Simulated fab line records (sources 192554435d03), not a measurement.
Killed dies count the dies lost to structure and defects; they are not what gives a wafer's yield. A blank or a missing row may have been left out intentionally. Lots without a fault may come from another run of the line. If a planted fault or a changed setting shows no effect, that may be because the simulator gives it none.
fab line records	flow n5Finfet
[record] lots = 7	wafers = 20	lastDay = 21
route steps=1938 shown BEOL_M4@1027
lots with no fault: from the same line, run without faults
startH: the number of hours between the record's first day and the start of the first shown wafer of the lot	waitH: hours from the lot's prior step to this one	" identical to the entry in the row above	L1.1+2: a single row standing in for several wafers	- either no value or no given start	* or withheld: withheld	< > ~ a bound
route shown NAME@n: names a module that has steps shown in the file, with the first one's number in the route	usual: mean/standard deviation of fault-free wafers	same: alike in all rows	chamber/n: place in a boat	sites: each site's reading	_std_site: the standard deviation of these	_edge_site: mean of outer sites minus mean of inner sites	radiusMm: how far each site lies from the wafer's centre	mask NAME#n: copy n	behind: tool/chamber where the wafer was last shaped	hold: cause of the lot's hold/its duration in hours/its outcome	device: the n, p or np transistor that did not switch	end of line: tests of these same wafers at the route's end	for a step that has no rows: nothing shown but its recipe	killed: dies that structure and defects cost at the first sort, which is not the same as the wafer's yield	map: a wafer's dies, marking killed ones x, the rest . and places with no die _
set.NAME: the setting that was run; set.NAME@STEP: the one run at that earlier step	model.NAME: the simulator's own value behind a step, which no gauge read
lots at selected steps of the route; one table per step, one row per wafer
services: the hour from which a tool's chamber was out of use, counted from the record's first day as startH (under 0 if before that day), plus the number of hours and why
[[steps]]
[step N5_BEOL_M4_COAT_73]
[recipe] resist = underlayer	tempC = 205	timeS = 60	spinRpm = 1500	resistThkNm = 5
[step N5_BEOL_M4_COAT_05]
[recipe] resist = CAR-EUV	spinRpm = 1500	resistThkNm = 30
[step N5_BEOL_M4_EBR_07]
[recipe] solvent = PGMEA	ebrWidthMm = 1.5
[step N5_BEOL_M4_SOFTBAKE_06]
[recipe] tempC = 110	timeS = 60	resist = CAR-EUV
[step N5_BEOL_M4_EXPOSE_08]
[recipe] maskId = M4	na = 0.33	sourceShape = dipole	sigmaInner = 0.369	sigmaOuter = 0.767	polarization = unpolarized	doseMj = 41.25
[step N5_BEOL_M4_PEB_09]
[recipe] pebTempC = 100	pebTimeS = 60	resist = CAR-EUV
[step N5_BEOL_M4_DEVELOP_10]
[recipe] developTimeS = 30	developer = TMAH	resist = CAR-EUV	rinseLiquid = surfactantRinse	dry = airSpin	devTempC = 23
[step N5_BEOL_M4_CD_MEAS_11]
[recipe] targetCdNm = 16.79	landingEnergyEv = 500	detector = seInlens	polarity = opening
[usual] cdNm = 17.0/0.33
[same] landingEnergyEv = 500
lot.wafer	tool	chamber	startH	waitH	cdNm
L351.1	cdSem-03	0	216.98	-	17.4
L351.3	"	0	"	"	16.9
L351.4	"	0	"	"	17.3
L358.3	cdSem-01	0	251.13	-	17.4
L358.4	"	0	"	"	17.1
L358.6	"	0	"	"	17.4
L366.2	cdSem-02	0	309.41	-	16.4
L366.3	"	0	"	"	16.7
L367.1	cdSem-02	0	313.23	-	17.2
L367.2	"	0	"	"	17.4
L367.4	"	0	"	"	17.1
L368.2	cdSem-01	0	316.58	-	17.3
L368.4	"	0	"	"	17.0
L368.5	"	0	"	"	17.7
L369.2	cdSem-01	0	328.32	-	16.9
L369.5	"	0	"	"	16.7
L369.6	"	0	"	"	16.7
L371.2	cdSem-01	0	348.43	-	16.7
L371.3	"	0	"	"	17.0
L371.4	"	0	"	"	16.1
[step N5_BEOL_M4_OVL_MEAS_12]
[recipe] pointsPerWafer = 522
[usual] M4_OVL = -0.5/0.75
lot.wafer	tool	chamber	startH	waitH	M4_OVL[nm]
L351.1	overlay-02	0	217.01	0.0	-1.0
L351.3	"	0	"	"	-1.6
L351.4	"	0	"	"	-0.3
L358.3	overlay-02	0	251.17	0.0	0.2
L358.4	"	0	"	"	-1.3
L358.6	"	0	"	"	-1.1
L366.2	overlay-02	0	309.45	0.0	0.6
L366.3	"	0	"	"	-1.2
L367.1	overlay-01	0	313.26	0.0	-0.1
L367.2	"	0	"	"	-1.2
L367.4	"	0	"	"	-1.0
L368.2	overlay-02	0	316.61	0.0	-1.4
L368.4	"	0	"	"	-2.0
L368.5	"	0	"	"	-1.0
L369.2	overlay-01	0	328.36	0.0	0.5
L369.5	"	0	"	"	0.3
L369.6	"	0	"	"	0.9
L371.2	overlay-02	0	348.46	0.0	-1.2
L371.3	"	0	"	"	-1.4
L371.4	"	0	"	"	-0.9
[step N5_BEOL_M4_INSPECT_13]
[recipe] mode = adi	inspectInstrument = brightfield
[usual] rawDefectCount = 412/98
lot.wafer	tool	chamber	startH	waitH	rawDefectCount
L351.1	defectInspect-02	-	217.07	0.1	425
L351.3	"	-	"	"	411
L351.4	"	-	"	"	368
L358.3	defectInspect-01	-	251.22	0.0	473
L358.4	"	-	"	"	432
L358.6	"	-	"	"	427
L366.2	defectInspect-02	-	309.50	0.0	529
L366.3	"	-	"	"	443
L367.1	defectInspect-02	-	313.32	0.1	321
L367.2	"	-	"	"	459
L367.4	"	-	"	"	238
L368.2	defectInspect-01	-	316.67	0.0	547
L368.4	"	-	"	"	488
L368.5	"	-	"	"	526
L369.2	defectInspect-01	-	328.41	0.0	430
L369.5	"	-	"	"	380
L369.6	"	-	"	"	444
L371.2	defectInspect-02	-	348.52	0.0	391
L371.3	"	-	"	"	329
L371.4	"	-	"	"	326
[step N5_BEOL_M4_DESCUM_16]
[recipe] chemistry = O2	timeS = 7	sourcePowerW = 50	biasPowerW = 20	pressureMtorr = 20	rfFrequencyHz = 2.712e+07	tempC = 40	resist = CAR-EUV	o2FlowSccm = 225
[usual] drypumpMotorCurrentA = 5.9/0.41	oesProductAu = 0.79/0.081	rfVppV = 243.7/1.2	showerheadPlenumPTorr = 2.13/0.067	throttleValvePct = 20.34/0.18
lot.wafer	tool	chamber	startH	waitH	drypumpMotorCurrentA	oesProductAu	rfHoursCounterH	rfVppV	showerheadPlenumPTorr	throttleValvePct
L351.1	rieDiel-01	0	217.40	0.3	6.2	0.81	91	246.1	2.20	20.31
L351.3	"	2	"	"	5.5	0.73	191	243.7	2.07	20.14
L351.4	"	1	"	"	5.9	0.67	249	242.6	2.08	20.89
L358.3	rieDiel-01	2	251.25	0.0	5.5	0.72	208	243.0	2.06	20.17
L358.4	"	0	"	"	6.2	0.79	107	244.5	2.19	20.32
L358.6	"	2	"	"	5.5	0.72	-	242.7	2.06	20.15
L366.2	rieDiel-01	3	310.50	1.0	6.4	0.71	223	242.1	2.08	20.28
L366.3	"	0	"	"	6.2	0.78	130	245.5	2.18	20.36
L367.1	rieDiel-01	3	314.23	0.9	6.4	0.70	225	243.4	2.08	20.28
L367.2	"	2	"	"	5.5	0.69	234	242.8	2.05	20.19
L367.4	"	1	"	"	5.9	0.91	22	242.5	2.07	20.60
L368.2	rieDiel-01	2	316.77	0.1	5.5	0.69	235	241.9	2.05	20.22
L368.4	"	0	"	"	6.2	0.77	134	244.7	2.18	20.36
L368.5	"	1	"	"	6.0	0.90	-	243.0	2.07	20.61
L369.2	rieDiel-01	3	328.69	0.3	6.4	0.69	231	242.8	2.07	20.30
L369.5	"	1	"	"	6.0	0.90	-	242.6	2.07	20.61
L369.6	"	2	"	"	5.5	0.69	-	243.1	2.05	20.21
L371.2	rieDiel-01	3	348.58	0.1	6.4	0.69	238	242.9	2.07	20.33
L371.3	"	2	"	"	5.6	0.69	248	243.4	2.05	20.24
L371.4	"	0	"	"	6.2	0.76	145	242.9	2.18	20.39
[step N5_BEOL_M4_ETCH_74]
[recipe] chemistry = N2/H2	target = underlayer	targetDepthA = 65	maskMaterial = CAR-EUV	timeS = 5.2	ionEnergyEv = 200	pressureMtorr = 30	sourceW = 840	biasW = 150	n2FlowSccm = 200	h2FlowSccm = 200	ends = cleared
[usual] biasW = 150.0/0.4	chamberPressureMTorr = 30.00/0.041	drypumpMotorCurrentA = 5.9/0.41	etchRfOnTimeS = 5.18/0.14	oesProductAu = 0.67/0.068	rfVppV = 525.1/2.4	showerheadPlenumPTorr = 2.59/0.08	throttleValvePct = 17.82/0.22
lot.wafer	tool	chamber	startH	waitH	biasW	chamberPressureMTorr	drypumpMotorCurrentA	etchRfOnTimeS	oesProductAu	rfHoursCounterH	rfVppV	showerheadPlenumPTorr	throttleValvePct
L351.1	rieDiel-01	0	217.44	0.0	150.2	29.98	6.2	5.30	0.68	91	528.9	2.71	18.05
L351.3	"	2	"	"	149.9	29.98	5.6	5.15	0.62	191	524.2	2.54	17.78
L351.4	"	1	"	"	149.6	29.93	5.9	5.29	0.56	249	521.2	2.49	18.17
L358.3	rieDiel-01	2	251.29	0.0	150.1	30.00	5.5	5.12	0.61	208	522.5	2.53	17.81
L358.4	"	0	"	"	150.5	29.98	6.2	5.24	0.68	107	526.6	2.70	18.07
L358.6	"	2	"	"	150.2	30.00	5.5	5.06	0.61	-	523.4	2.53	17.81
L366.2	rieDiel-01	3	310.54	0.0	150.4	30.01	6.4	5.35	0.59	223	522.9	2.51	17.71
L366.3	"	0	"	"	150.1	29.91	6.2	5.20	0.66	130	527.2	2.69	18.12
L367.1	rieDiel-01	3	314.27	0.0	150.5	30.02	6.4	5.46	0.59	225	523.5	2.51	17.70
L367.2	"	2	"	"	149.9	30.00	5.5	5.14	0.60	234	522.3	2.52	17.83
L367.4	"	1	"	"	149.8	29.92	5.9	5.15	0.76	22	522.6	2.48	17.80
L368.2	rieDiel-01	2	316.80	0.0	150.0	29.99	5.6	5.14	0.59	235	524.1	2.52	17.83
L368.4	"	0	"	"	149.8	30.01	6.2	5.22	0.65	134	524.5	2.69	18.13
L368.5	"	1	"	"	150.0	30.01	5.9	5.21	0.77	-	521.0	2.48	17.82
L369.2	rieDiel-01	3	328.72	0.0	149.9	30.00	6.5	5.47	0.58	231	523.3	2.51	17.72
L369.5	"	1	"	"	149.7	29.95	6.0	5.20	0.75	-	522.3	2.48	17.83
L369.6	"	2	"	"	150.0	30.01	5.5	5.18	0.59	-	524.0	2.52	17.85
L371.2	rieDiel-01	3	348.62	0.0	150.5	29.96	6.5	5.50	0.58	238	522.1	2.50	17.72
L371.3	"	2	"	"	150.1	29.96	5.5	5.10	0.59	248	521.3	2.51	17.87
L371.4	"	0	"	"	149.4	29.99	6.2	5.28	0.65	145	527.8	2.69	18.13
[step N5_BEOL_M4_ETCH_63]
[recipe] chemistry = CF4	target = SiARC	targetDepthA = 156	maskMaterial = CAR-EUV	timeS = 26	ionEnergyEv = 80	pressureMtorr = 40	sourceW = 545	biasW = 36	Ar_flow_sccm = 100	cf4FlowSccm = 100	ends = cleared
[usual] biasW = 36.01/0.094	cf4FlowSccm = 99.99/0.29	drypumpMotorCurrentA = 5.9/0.41	etchRfOnTimeS = 26.0/0.73	mfcArSccm = 100.04/0.28	oesProductAu = 0.67/0.069	rfVppV = 184.4/1.1	showerheadPlenumPTorr = 2.17/0.062	throttleValvePct = 15.53/0.13
lot.wafer	tool	chamber	startH	waitH	biasW	cf4FlowSccm	drypumpMotorCurrentA	etchRfOnTimeS	mfcArSccm	oesProductAu	rfHoursCounterH	rfVppV	showerheadPlenumPTorr	throttleValvePct	model.CAR-EUV_of_BEOL_M4_COAT_05.thkNm
L351.1	rieDiel-01	0	217.46	0.0	36.04	100.05	6.2	26.4	100.25	0.69	91	185.5	2.25	15.51	11
L351.3	"	2	"	"	35.88	99.66	5.6	25.8	100.15	0.62	191	184.2	2.13	15.51	11
L351.4	"	1	"	"	35.90	100.16	5.9	26.1	100.13	0.57	249	183.7	2.11	15.95	11
L358.3	rieDiel-01	2	251.31	0.0	35.98	100.66	5.5	26.0	100.08	0.61	208	184.0	2.12	15.57	11.2
L358.4	"	0	"	"	35.87	99.78	6.2	26.4	100.12	0.67	107	186.0	2.25	15.55	11.2
L358.6	"	2	"	"	36.05	100.24	5.5	26.1	100.11	0.61	-	182.3	2.12	15.56	11.2
L366.2	rieDiel-01	3	310.55	0.0	35.97	99.54	6.4	27.6	100.43	0.58	223	183.3	2.11	15.49	11.2
L366.3	"	0	"	"	36.14	100.47	6.2	26.1	100.10	0.66	130	184.5	2.24	15.58	11.2
L367.1	rieDiel-01	3	314.28	0.0	-	-	-	-	-	-	-	-	-	-	20.4
L367.2	"	2	"	"	-	-	-	-	-	-	-	-	-	-	20.2
L367.4	"	1	"	"	-	-	-	-	-	-	-	-	-	-	20.4
L368.2	rieDiel-01	2	316.82	0.0	-	-	-	-	-	-	-	-	-	-	20.6
L368.4	"	0	"	"	-	-	-	-	-	-	-	-	-	-	20.4
L368.5	"	1	"	"	-	-	-	-	-	-	-	-	-	-	20.4
L369.2	rieDiel-01	3	328.74	0.0	-	-	-	-	-	-	-	-	-	-	20.6
L369.5	"	1	"	"	-	-	-	-	-	-	-	-	-	-	20.6
L369.6	"	2	"	"	-	-	-	-	-	-	-	-	-	-	20.6
L371.2	rieDiel-01	3	348.64	0.0	35.81	99.81	6.4	27.6	100.11	0.58	238	183.3	2.10	15.52	11.2
L371.3	"	2	"	"	36.06	100.06	5.5	25.7	99.57	0.59	248	183.9	2.11	15.66	11.2
L371.4	"	0	"	"	36.15	99.93	6.2	26.2	100.36	0.65	145	184.7	2.23	15.61	11
[step N5_BEOL_M4_ETCH_64]
[recipe] chemistry = N2/H2	target = SOC	targetDepthA = 750	overetchA = 225	maskMaterial = SiARC	tempC = 40	timeS = 121.9	ionEnergyEv = 200	pressureMtorr = 30	sourceW = 840	biasW = 150	n2FlowSccm = 200	h2FlowSccm = 200
[usual] biasW = 150.0/0.47	chamberPressureMTorr = 30.002/0.027	drypumpMotorCurrentA = 5.9/0.41	oesProductAu = 0.60/0.058	rfVppV = 525.0/2.2	showerheadPlenumPTorr = 2.59/0.08	throttleValvePct = 17.77/0.22
lot.wafer	tool	chamber	startH	waitH	biasW	chamberPressureMTorr	drypumpMotorCurrentA	oesProductAu	rfHoursCounterH	rfVppV	showerheadPlenumPTorr	throttleValvePct
L351.1	rieDiel-01	0	217.48	0.0	149.7	30.001	6.3	0.62	91	526.9	2.71	18.01
L351.3	"	2	"	"	150.3	30.006	5.6	0.55	191	523.7	2.54	17.73
L351.4	"	1	"	"	150.0	30.003	6.0	0.51	249	521.5	2.49	18.15
L358.3	rieDiel-01	2	251.33	0.0	150.4	29.983	5.6	0.54	208	524.4	2.53	17.76
L358.4	"	0	"	"	149.0	30.005	6.2	0.60	107	529.4	2.70	18.04
L358.6	"	2	"	"	150.4	30.008	5.5	0.54	-	524.4	2.53	17.74
L366.2	rieDiel-01	3	310.58	0.0	149.7	30.026	6.4	0.53	223	523.0	2.51	17.67
L366.3	"	0	"	"	150.6	30.039	6.2	0.59	130	526.6	2.69	18.07
L367.1	rieDiel-01	3	314.31	0.0	150.1	30.010	6.4	0.26	225	524.1	2.51	17.65
L367.2	"	2	"	"	149.9	30.000	5.6	0.26	234	522.7	2.52	17.76
L367.4	"	1	"	"	149.8	29.987	5.9	0.33	22	522.4	2.48	17.71
L368.2	rieDiel-01	2	316.85	0.0	150.0	30.057	5.6	0.26	235	523.3	2.52	17.74
L368.4	"	0	"	"	150.1	29.988	6.2	0.29	134	526.4	2.69	18.04
L368.5	"	1	"	"	149.7	29.982	5.9	0.34	-	522.2	2.48	17.71
L369.2	rieDiel-01	3	328.77	0.0	149.7	30.015	6.4	0.27	231	523.2	2.51	17.64
L369.5	"	1	"	"	150.1	29.964	5.9	0.33	-	523.6	2.48	17.72
L369.6	"	2	"	"	150.2	29.966	5.5	0.26	-	522.8	2.52	17.76
L371.2	rieDiel-01	3	348.66	0.0	149.2	29.996	6.5	0.53	238	522.3	2.50	17.71
L371.3	"	2	"	"	150.6	29.988	5.6	0.52	248	522.4	2.51	17.81
L371.4	"	0	"	"	150.8	29.989	6.2	0.57	145	526.6	2.69	18.11
[step N5_BEOL_M4_STRIP_65]
[recipe] chemistry = N2/H2	tempC = 40	n2FlowSccm = 200	h2FlowSccm = 200	rfFrequencyHz = 6e+07
[step N5_BEOL_M4_STRIP_75]
[recipe] chemistry = N2/H2	tempC = 40	n2FlowSccm = 200	h2FlowSccm = 200	rfFrequencyHz = 6e+07
[step N5_BEOL_M4_STRIP_66]
[recipe] chemistry = CF4	resist = SiARC	powerW = 300	biasPowerW = 75	pressureMtorr = 50	cf4FlowSccm = 150	rfFrequencyHz = 6e+07
[usual] drypumpMotorCurrentA = 5.9/0.41	oesProductAu = 0.78/0.076	powerW = 300.1/0.9	rfVppV = 271.8/1.3	showerheadPlenumPTorr = 1.82/0.045	throttleValvePct = 13.52/0.15
lot.wafer	tool	chamber	startH	waitH	drypumpMotorCurrentA	oesProductAu	powerW	rfHoursCounterH	rfVppV	showerheadPlenumPTorr	throttleValvePct
L351.1	rieDiel-01	0	217.62	0.0	6.2	0.80	300.5	91	274.6	1.87	13.40
L351.3	"	2	"	"	5.5	0.72	300.4	191	270.2	1.78	13.54
L351.4	"	1	"	"	5.9	0.66	299.3	249	269.9	1.79	14.01
L358.3	rieDiel-01	2	251.47	0.0	5.5	0.71	301.4	208	271.3	1.77	13.57
L358.4	"	0	"	"	6.2	0.79	299.5	107	273.7	1.86	13.45
L358.6	"	2	"	"	5.5	0.70	300.7	-	270.2	1.77	13.58
L366.2	rieDiel-01	3	310.71	0.0	6.4	0.69	298.7	223	271.0	1.77	13.56
L366.3	"	0	"	"	6.2	0.77	300.3	130	273.1	1.86	13.48
L367.1	rieDiel-01	3	314.44	0.0	6.4	0.69	299.4	225	271.4	1.77	13.54
L367.2	"	2	"	"	5.5	0.69	299.6	234	270.9	1.77	13.63
L367.4	"	1	"	"	5.9	0.88	300.6	22	270.4	1.79	13.52
L368.2	rieDiel-01	2	316.98	0.0	5.5	0.69	301.7	235	271.1	1.77	13.65
L368.4	"	0	"	"	6.2	0.77	300.2	134	273.0	1.86	13.50
L368.5	"	1	"	"	5.9	0.88	301.2	-	270.3	1.79	13.51
L369.2	rieDiel-01	3	328.90	0.0	6.4	0.69	298.4	231	270.2	1.77	13.55
L369.5	"	1	"	"	5.9	0.88	302.4	-	271.1	1.78	13.53
L369.6	"	2	"	"	5.6	0.69	301.0	-	269.9	1.77	13.64
L371.2	rieDiel-01	3	348.80	0.0	6.4	0.68	299.7	238	271.8	1.76	13.58
L371.3	"	2	"	"	5.5	0.68	300.1	248	270.5	1.76	13.69
L371.4	"	0	"	"	6.2	0.76	300.5	145	273.0	1.85	13.50
[step N5_BEOL_M4_HM_OPEN_17]
[recipe] chemistry = Cl2/BCl3	targetDepthA = 200	overetchA = 60	target = TiN	maskMaterial = SOC	ionEnergyEv = 150	pressureMtorr = 10	icpW = 1000	biasW = 126	Cl2_flow_sccm = 53.25	bcl3FlowSccm = 21.75	Ar_flow_sccm = 25
[usual] drypumpMotorCurrentA = 6.0/0.44	mfcArSccm = 24.99/0.076	oesProductAu = 0.65/0.067	throttleValvePct = 21.9/0.34
lot.wafer	tool	chamber	startH	waitH	drypumpMotorCurrentA	mfcArSccm	oesProductAu	rfHoursCounterH	throttleValvePct
L351.1	rieMetal-01	0	217.66	0.0	6.4	25.02	0.69	30	21.4
L351.3	"	1	"	"	6.3	25.10	0.62	-	22.0
L351.4	"	0	"	"	6.4	25.01	0.70	-	21.4
L358.3	rieMetal-02	1	251.61	0.1	5.4	25.06	0.58	-	22.5
L358.4	"	0	"	"	5.4	25.11	0.66	-	22.1
L358.6	"	0	"	"	5.4	24.94	0.65	-	22.1
L366.2	rieMetal-03	0	310.76	0.0	5.7	25.14	0.67	44	22.1
L366.3	"	1	"	"	6.5	25.11	0.80	-	21.7
L367.1	rieMetal-01	0	315.91	1.5	6.4	24.90	0.29	43	22.1
L367.2	"	1	"	"	6.3	25.07	0.26	92	22.7
L367.4	"	1	"	"	6.3	25.05	0.26	-	22.7
L368.2	rieMetal-01	1	317.02	0.0	6.3	25.04	0.26	92	22.7
L368.4	"	0	"	"	6.4	25.00	0.28	-	22.1
L368.5	"	1	"	"	6.3	25.08	0.26	-	22.7
L369.2	rieMetal-01	1	328.94	0.0	6.3	24.75	0.25	94	22.7
L369.5	"	0	"	"	6.4	24.99	0.29	-	22.1
L369.6	"	1	"	"	6.3	24.97	0.25	-	22.7
L371.2	rieMetal-01	0	348.84	0.0	6.4	24.99	0.66	47	21.5
L371.3	"	1	"	"	6.3	24.99	0.59	-	22.0
L371.4	"	0	"	"	6.4	24.99	0.66	-	21.5
[step N5_BEOL_M4_STRIP_19]
[recipe] chemistry = O2	powerW = 400	tempC = 40	pressureMtorr = 30	rfFrequencyHz = 6e+07	biasPowerW = 0	overashFraction = 0.2	o2FlowSccm = 225
[usual] drypumpMotorCurrentA = 5.9/0.39	oesProductAu = 0.79/0.084	rfVppV = 3.7/0.51	showerheadPlenumPTorr = 2.12/0.061	throttleValvePct = 16.60/0.14
lot.wafer	tool	chamber	startH	waitH	drypumpMotorCurrentA	oesProductAu	rfHoursCounterH	rfVppV	showerheadPlenumPTorr	throttleValvePct
L351.1	rieDiel-01	2	217.87	0.2	5.6	0.73	192	2.8	2.07	16.50
L351.3	"	0	"	"	6.2	0.81	91	2.8	2.20	16.53
L351.4	"	1	"	"	5.9	0.68	250	3.2	2.08	17.09
L358.3	rieDiel-04	2	251.69	0.1	5.7	0.76	133	3.4	2.07	16.44
L358.4	"	3	"	"	5.6	0.67	-	4.2	2.14	16.85
L358.6	"	0	"	"	5.1	0.94	-	4.2	2.06	16.53
L366.2	rieDiel-01	3	310.87	0.1	6.4	0.71	223	3.7	2.08	16.62
L366.3	"	2	"	"	5.5	0.69	232	3.4	2.06	16.58
L367.1	rieDiel-04	1	316.02	0.1	6.3	0.89	54	4.6	2.14	16.72
L367.2	"	0	"	"	5.2	0.90	23	2.7	2.05	16.56
L367.4	"	2	"	"	5.7	0.75	149	3.4	2.07	16.45
L368.2	rieDiel-01	2	317.13	0.1	5.5	0.69	235	4.0	2.05	16.58
L368.4	"	3	"	"	6.4	0.70	226	4.8	2.08	16.63
L368.5	"	2	"	"	5.5	0.69	-	3.2	2.05	16.58
L369.2	rieDiel-01	0	329.05	0.1	6.2	0.77	137	5.3	2.18	16.63
L369.5	"	1	"	"	5.9	0.90	-	4.1	2.07	16.70
L369.6	"	0	"	"	6.2	0.76	-	3.6	2.18	16.63
L371.2	rieDiel-01	2	348.95	0.1	5.5	0.69	248	3.5	2.05	16.60
L371.3	"	0	"	"	6.2	0.76	145	4.1	2.18	16.64
L371.4	"	1	"	"	5.9	0.89	35	3.2	2.07	16.70
[step N5_BEOL_M4_CD_MEAS_18]
[recipe] pitchNm = 36	targetCdNm = 18
[usual] cdNm = 17.9/0.54
lot.wafer	tool	chamber	startH	waitH	cdNm
L351.1	cdSem-02	-	217.94	0.0	17.3
L351.3	"	-	"	"	18.4
L351.4	"	-	"	"	18.4
L358.3	cdSem-03	-	251.76	0.1	18.5
L358.4	"	-	"	"	17.6
L358.6	"	-	"	"	18.2
L366.2	cdSem-03	-	310.95	0.1	17.2
L366.3	"	-	"	"	17.8
L367.1	cdSem-03	-	316.09	0.0	-
L367.2	"	-	"	"	-
L367.4	"	-	"	"	-
L368.2	cdSem-02	-	317.20	0.1	-
L368.4	"	-	"	"	-
L368.5	"	-	"	"	-
L369.2	cdSem-02	-	329.12	0.1	-
L369.5	"	-	"	"	-
L369.6	"	-	"	"	-
L371.2	cdSem-01	-	349.02	0.1	16.9
L371.3	"	-	"	"	17.8
L371.4	"	-	"	"	17.3
[step N5_BEOL_M4_COAT_67]
[recipe] resist = SOC	tempC = 250	timeS = 60	spinRpm = 1500	resistThkNm = 60
[step N5_BEOL_M4_RC_MEAS_101]
[usual] DIBL_N = 37.7/2	DIBL_P = 37.7/2.3	IOFF_N = 0.18/0.039	IOFF_P = 0.23/0.042	ION_N = 681/12	ION_P = 463/8	SS_N = 71.9/0.68	SS_P = 73.6/0.71	VT_N = 248/3.2	VT_P = -249/3.1
lot.wafer	tool	chamber	startH	waitH	DIBL_N[mV/V]	DIBL_P[mV/V]	IOFF_N[nA/um]	IOFF_P[nA/um]	ION_N[uA/um]	ION_P[uA/um]	SS_N[mV/dec]	SS_P[mV/dec]	VT_N[mV]	VT_P[mV]
L351.1	prober-02	0	264.92	0.0	37.5	35.6	0.14	0.20	668	467	72.1	73.1	252	-249
L351.3	"	0	"	"	40.2	37.2	0.20	0.23	686	463	73.0	73.9	248	-249
L351.4	"	0	"	"	40.6	40.5	0.21	0.28	684	467	72.9	74.7	243	-247
L358.3	prober-01	0	310.26	0.3	40.5	41.4	0.24	0.33	702	483	72.5	74.7	245	-243
L358.4	"	0	"	"	37.3	37.3	0.18	0.25	683	469	71.3	73.2	246	-245
L358.6	"	0	"	"	38.5	38.3	0.19	0.26	669	464	71.7	73.8	250	-248
L366.2	prober-02	0	348.60	0.2	37.6	35.4	0.19	0.23	685	471	71.3	73.7	245	-247
L366.3	"	0	"	"	37.2	36.4	0.17	0.23	674	463	71.4	73.9	248	-250
L371.2	prober-02	0	389.25	0.2	33.0	31.6	0.11	0.16	654	450	70.5	72.0	255	-252
L371.3	"	0	"	"	36.0	36.1	0.16	0.22	661	457	71.9	74.1	248	-250
L371.4	"	0	"	"	35.5	35.9	0.17	0.21	680	470	71.7	72.5	249	-246
[[services]]
tool	chamber	startH	hours	kind
rieDiel-04	0	198.98	-	clean
rieDiel-04	0	198.98	-	consumableReplace:focusRing
rieDiel-04	0	198.98	36.9	scheduledDown
rieDiel-04	0	198.98	36.9	ventCycle
rieDiel-04	1	200.64	69.6	repair
rieDiel-04	3	203.83	8.1	repair
rieDiel-01	-	214.57	2.8	pm
rieMetal-03	-	217.63	28.1	pm
rieDiel-01	1	219.36	-	clean
rieDiel-01	1	219.36	-	consumableReplace:focusRing
rieDiel-01	1	219.36	21.5	scheduledDown
rieDiel-01	1	219.36	21.5	ventCycle
rieMetal-03	1	245.73	-	clean
rieDiel-04	3	270.29	-	clean
rieDiel-04	3	270.29	-	consumableReplace:focusRing
rieDiel-04	3	270.29	19.2	scheduledDown
rieDiel-04	3	270.29	19.2	ventCycle
rieDiel-01	1	271.01	14.9	repair
rieDiel-04	-	287.48	28.1	pm
rieDiel-01	1	310.36	2.1	repair
rieMetal-03	-	319.65	10.0	pm
rieMetal-03	0	331.83	12.2	repair
rieMetal-02	1	336.31	18.0	repair
rieDiel-04	2	339.41	7.8	repair
[[key]]
[firstSign] step = N5_BEOL_M4_ETCH_63	reading = toolRecord	direction = missing
[effect] step = N5_BEOL_M4_ETCH_64	reading = oesProductAu	direction = down	sigmas = 5.3	usual = 0.60	struck = 0.29
[effect] step = N5_BEOL_M4_HM_OPEN_17	reading = oesProductAu	direction = down	sigmas = 5.7	usual = 0.65	struck = 0.27
[effect] step = N5_BEOL_M4_CD_MEAS_18	reading = cdNm	direction = missing
[modelEffect] step = N5_BEOL_M4_ETCH_63	value = CAR-EUV_of_BEOL_M4_COAT_05.thkNm	without = 11.29	struck = 20.47
metAt N5_BEOL_M4_ETCH_63
struckWafers L367.1,L367.2,L367.4,L368.2,L368.4,L368.5,L369.2,L369.5,L369.6
laterRowsLeftOut L367.1,L367.2,L367.4,L368.2,L368.4,L368.5,L369.2,L369.5,L369.6
sortLeftOut L367.1,L367.2,L367.4,L368.2,L368.4,L368.5,L369.2,L369.5,L369.6
onsetBetween 310.55 314.28
[fault] kind = skippedStepWhole	tool = rieDiel-01	chamber = -	onsetH = 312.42	steps = N5_BEOL_M4_ETCH_63	scope = struckLotsOnly
// sortLeftOut: the simulated sort isn't trusted on such a fault, so these wafers' sort isn't shown, and their yield isn't known
// laterRowsLeftOut: the simulator's readings of these wafers behind a module that went badly wrong aren't trusted and aren't shown, but for the sort
